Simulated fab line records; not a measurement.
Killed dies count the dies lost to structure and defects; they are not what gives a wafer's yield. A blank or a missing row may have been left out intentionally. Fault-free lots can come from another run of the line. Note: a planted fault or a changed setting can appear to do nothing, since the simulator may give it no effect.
Chamber matching	flow nand_harc	NHARC_P_ZERO_WELL_ETCH_65 on rie_diel-06 has 4 sister chambers
The step etches the open film in N2/H2, target depth 80 nm, overetch 24 nm, time 87.88 s. 14 wafers are shown with their chamber, then 7 later ones without.

EACH WAFER AND ITS CHAMBER
wafer	chamber	drypump_motor_current_A (A)	showerhead_plenum_p_Torr (Torr)	rf_vpp_V (V)
L486.2	0	6.8	2.02	430.9
L486.3	1	6.2	2.10	432.0
L486.5	1	6.2	2.10	432.8
L489.1	3	5.4	2.04	431.0
L489.5	2	5.9	1.96	428.0
L489.6	0	6.8	2.01	429.5
L494.2	1	6.1	2.09	432.7
L494.3	2	5.9	1.95	427.2
L494.6	1	6.2	2.09	430.8
L495.1	0	6.8	2.00	430.1
L495.2	2	5.9	1.95	429.6
L495.4	3	5.5	2.03	430.4
L501.4	1	6.1	2.08	431.0
L501.5	3	5.4	2.03	429.5

SIGNATURES, as means of the wafers listed above
reading	chamber 0	chamber 1	chamber 2	chamber 3	scatter within a chamber
drypump_motor_current_A	6.800	6.160	5.900	5.433	0.0432
showerhead_plenum_p_Torr	2.0100	2.0920	1.9533	2.0333	0.00783
rf_vpp_V	430.167	431.860	428.267	430.300	0.927
Rule: for a wafer and a chamber, the distance is found by dividing, reading by reading, the gap between the wafer's reading and the chamber's mean by the reading's scatter, squaring, summing and taking the root. The wafer belongs to the nearest chamber; if the next one is less than 2 further off, it can't be placed. The scatter: the root of (the sum of the squares of (reading less its chamber's mean) over the shown wafers, divided by (wafers less chambers)).

WAFERS WITHOUT THEIR CHAMBER
wafer	drypump_motor_current_A (A)	showerhead_plenum_p_Torr (Torr)	rf_vpp_V (V)
L501.6	5.9	1.94	427.4
L504.1	5.4	2.02	430.0
L504.5	6.8	2.00	429.8
L504.6	5.4	2.02	429.5
L509.2	5.4	2.02	430.1
L509.3	6.8	1.99	428.4
L509.6	5.4	2.02	429.6

CHAMBER TAKEN BY EACH
wafer	from the rows above	in truth
L501.6	2	2
L504.1	3	3
L504.5	0	0
L504.6	3	3
L509.2	3	3
L509.3	0	0
L509.6	3	3
Correctly placed: 7 of 7. Left unplaced by these rows: 0. Placed wrongly: 0.
